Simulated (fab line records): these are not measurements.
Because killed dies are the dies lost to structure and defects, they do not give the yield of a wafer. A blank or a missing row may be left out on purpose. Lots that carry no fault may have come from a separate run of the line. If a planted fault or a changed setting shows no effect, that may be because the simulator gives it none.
Matching of chambers | flow nand harc | rie diel-08 running NHARC_A_BONDPAD_ETCH_34: 4 sister chambers
The step etches the open film in N2/H2, target depth 60 nm, overetch 18 nm, time 65.91 s. 14 wafers are shown with their chamber, then 7 later ones without.

WAFERS, EACH WITH ITS CHAMBER
wafer  | chamber | drypump motor current A (A) | rf vpp V (V) | throttle valve pct (%)
L736.2 | 0       | 5.96                        | 433          | 14.183
L736.3 | 3       | 5.57                        | 431          | 14.186
L736.5 | 3       | 5.58                        | 432          | 14.183
L740.3 | 0       | 5.96                        | 435          | 14.161
L740.4 | 1       | 5.93                        | 433          | 14.159
L740.6 | 0       | 5.96                        | 436          | 14.176
L744.2 | 0       | 5.94                        | 434          | 14.170
L744.3 | 1       | 5.90                        | 433          | 14.165
L744.6 | 2       | 5.48                        | 425          | 14.170
L743.1 | 1       | 5.91                        | 433          | 14.166
L743.2 | 2       | 5.50                        | 427          | 14.185
L743.3 | 0       | 5.94                        | 435          | 14.176
L742.2 | 3       | 5.59                        | 431          | 14.183
L742.4 | 1       | 5.92                        | 433          | 14.166

SIGNATURES (means of the wafers above)
reading                 | chamber 0 | chamber 1 | chamber 2 | chamber 3 | scatter within a chamber
drypump motor current A | 5.9520    | 5.9150    | 5.4900    | 5.5800    | 0.0117
rf vpp V                | 434.60    | 433.00    | 426.00    | 431.33    | 0.887
throttle valve pct      | 14.17320  | 14.16400  | 14.17750  | 14.18400  | 0.00651
Rule: a wafer's distance from a chamber is the root of the sum, over the readings, of the square of ((its reading less the chamber's mean) divided by the reading's scatter). The wafer belongs to the nearest chamber; if the next one is less than 2 further off, it can't be placed. The scatter: the root of (the sum of the squares of (reading less its chamber's mean) over the shown wafers, divided by (wafers less chambers)).

WAFERS WHOSE CHAMBER IS MISSING
wafer  | drypump motor current A (A) | rf vpp V (V) | throttle valve pct (%)
L742.5 | 5.93                        | 434          | 14.159
L741.1 | 5.91                        | 433          | 14.163
L741.3 | 5.94                        | 435          | 14.172
L741.5 | 5.94                        | 433          | 14.165
L755.2 | 5.91                        | 435          | 14.162
L755.4 | 5.97                        | 434          | 14.181
L755.5 | 5.47                        | 428          | 14.183

WHICH CHAMBER EACH WENT THROUGH
wafer  | from the rows above     | in truth
L742.5 | can't be placed: 1 or 0 | 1
L741.1 | 1                       | 1
L741.3 | 0                       | 0
L741.5 | can't be placed: 1 or 0 | 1
L755.2 | can't be placed: 1 or 0 | 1
L755.4 | 0                       | 0
L755.5 | 2                       | 2
4 of 7 placed correctly. Can't be placed from these rows: 3 (the true chamber is among the candidates in 3). Placed wrongly: 0.
